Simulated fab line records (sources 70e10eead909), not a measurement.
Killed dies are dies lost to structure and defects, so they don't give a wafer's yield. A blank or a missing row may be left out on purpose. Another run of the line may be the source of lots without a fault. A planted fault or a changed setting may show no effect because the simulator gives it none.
One fault seen from 2 desks + flow nandHarc + only its own numbers are on each desk; what lay behind them is given at the end

## DESK OF THE TOOL OWNER: rieDiel-03
The tool's own readings at NHARC_A_CONTACT_ETCH_102 (etches the open film in CF4/O2, target depth 100 nm, overetch 10 nm, time 55 s): means of the sampled wafers that have a number, for each lot that ran on this tool. Any lot whose mean is over 4 standard deviations away from the usual mean is out of limits and marked OUT; that distance is given in the brackets.
Columns: A = drypumpMotorCurrentA at NHARC_A_CONTACT_ETCH_102, usual 5.7 A; B = oesProductAu at NHARC_A_CONTACT_ETCH_102, usual 0.999 a.u.; C = rfVppV at NHARC_A_CONTACT_ETCH_102, usual 197.7 V; D = showerheadPlenumPTorr at NHARC_A_CONTACT_ETCH_102, usual 1.33 Torr; E = throttleValvePct at NHARC_A_CONTACT_ETCH_102, usual 13.397 %
| lot  | first seen here | A   | B     | C     | D    | E      |
|------|-----------------|-----|-------|-------|------|--------|
| L839 | day 22 01:58    | 5.9 | 1.002 | 199.1 | 1.35 | 13.392 |
| L844 | day 23 08:32    | 5.9 | 0.999 | 197.2 | 1.27 | 13.395 |
| L848 | day 25 18:41    | 5.9 | 0.983 | 195.7 | 1.27 | 13.390 |
| L855 | day 29 00:47    | 5.8 | 0.989 | 198.4 | 1.31 | 13.396 |
| L857 | day 29 01:42    | 5.8 | 0.997 | 198.2 | 1.37 | 13.395 |
| L856 | day 29 04:55    | 5.7 | 0.996 | 197.1 | 1.27 | 13.403 |
| L858 | day 30 12:06    | 5.9 | 1.008 | 197.2 | 1.34 | 13.393 |
Finding of this desk: none of the 7 lots has anything out of limits.

## AT THE METROLOGY DESK
What the gauges read for every lot (on any tool): the sampled wafers with a number, averaged. Any lot whose mean is over 4 standard deviations away from the usual mean is out of limits and marked OUT; that distance is given in the brackets.
Columns: A = cdNm at NHARC_A_CONTACT_CD_MEAS_53, usual 289.4 nm
| lot  | first seen here | A     |
|------|-----------------|-------|
| L839 | day 22 00:55    | 289.7 |
| L844 | day 23 08:11    | 289.2 |
| L848 | day 25 18:23    | 289.4 |
| L850 | day 26 14:18    | 287.2 |
| L852 | day 27 20:11    | 288.9 |
| L853 | day 28 06:08    | 289.7 |
| L854 | day 28 11:01    | 289.5 |
| L855 | day 29 00:29    | 290.0 |
| L857 | day 29 01:25    | 290.0 |
| L856 | day 29 04:37    | 290.2 |
| L858 | day 30 11:48    | 289.3 |
| L861 | day 31 08:26    | 288.8 |
| L860 | day 31 23:31    | 289.9 |
Finding of this desk: none of the 13 lots has anything out of limits.

## TAKEN TOGETHER
The desk of the tool owner found nothing out of limits.
The metrology desk saw nothing out of limits.

## WHAT HAD BEEN PUT IN BY THE SIMULATOR
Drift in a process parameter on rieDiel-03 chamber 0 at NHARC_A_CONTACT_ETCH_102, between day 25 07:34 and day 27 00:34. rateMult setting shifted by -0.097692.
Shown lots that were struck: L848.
